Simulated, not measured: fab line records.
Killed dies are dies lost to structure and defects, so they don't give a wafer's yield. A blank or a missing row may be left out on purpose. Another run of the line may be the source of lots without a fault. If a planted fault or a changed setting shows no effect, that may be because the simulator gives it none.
Which tool is to blame? + flow nandHarc + 6 lots with 18 wafers sampled at 3 steps, on a route of 1302 steps

## WHAT EACH GAUGE READ, for each wafer
NHARC_A_CONTACT_INSPECT_23.
| lot  | measured     | on               | rawDefectCount |
|------|--------------|------------------|----------------|
| L909 | day 25 07:46 | defectInspect-02 | 545 766 507    |
| L914 | day 27 11:56 | defectInspect-02 | 485 1151 541   |
| L916 | day 28 09:55 | defectInspect-01 | 482 457 516    |
| L919 | day 28 22:41 | defectInspect-02 | 315 503 461    |
| L923 | day 31 00:58 | defectInspect-01 | 456 586 655    |
| L926 | day 31 13:26 | defectInspect-01 | 579 678 671    |

## WHAT TOOL EACH LOT RAN ON (gives the tool, then ch and the chambers of the sampled wafers, and finally the start)
| lot  | NHARC_A_CONTACT_ETCH_88           | NHARC_A_CONTACT_ETCH_110          |
|------|-----------------------------------|-----------------------------------|
| L909 | rieDiel-06 ch 0,1,3, day 25 00:07 | rieDiel-02 ch 1,3, day 25 04:50   |
| L914 | rieDiel-02 ch 0,3, day 27 06:23   | rieDiel-06 ch 0,2, day 27 09:46   |
| L916 | rieDiel-02 ch 0,1,3, day 28 04:08 | rieDiel-02 ch 0,2,3, day 28 07:35 |
| L919 | rieDiel-02 ch 0,1,3, day 28 16:58 | rieDiel-02 ch 1,2,3, day 28 20:26 |
| L923 | rieDiel-01 ch 0,1,3, day 30 16:07 | rieDiel-02 ch 1,2,3, day 30 22:49 |
| L926 | rieDiel-02 ch 2,3, day 31 07:53   | rieDiel-02 ch 0,2, day 31 11:17   |
- NHARC_A_CONTACT_ETCH_88: etches the open film in CF4, target depth 39 nm, time 65 s.
- NHARC_A_CONTACT_ETCH_110: etches the open film in CF4/O2, target depth 60 nm, overetch 6 nm, time 33 s.

## THE ANSWER, worked out from the rows above alone
Rule: what is usual is taken from the lots themselves. Put in order of their means at a reading, lots are off if they are a third of the lots or fewer, leave a main group of 4 or more, and stand apart from it by a gap of 3 or more times the standard deviation of the main group's means; of several such gaps the widest counts. A main group whose means are all the same, to the digits that the tables above print for the reading, isn't used. Also off: a lot with no number at a reading for which 4 or more lots have one. Where the step has rows for the other lots, those lots are counted as sound.
No lot is off on any of the readings shown, so nothing can be concluded from this.

## WHAT HAD BEEN PUT IN BY THE SIMULATOR
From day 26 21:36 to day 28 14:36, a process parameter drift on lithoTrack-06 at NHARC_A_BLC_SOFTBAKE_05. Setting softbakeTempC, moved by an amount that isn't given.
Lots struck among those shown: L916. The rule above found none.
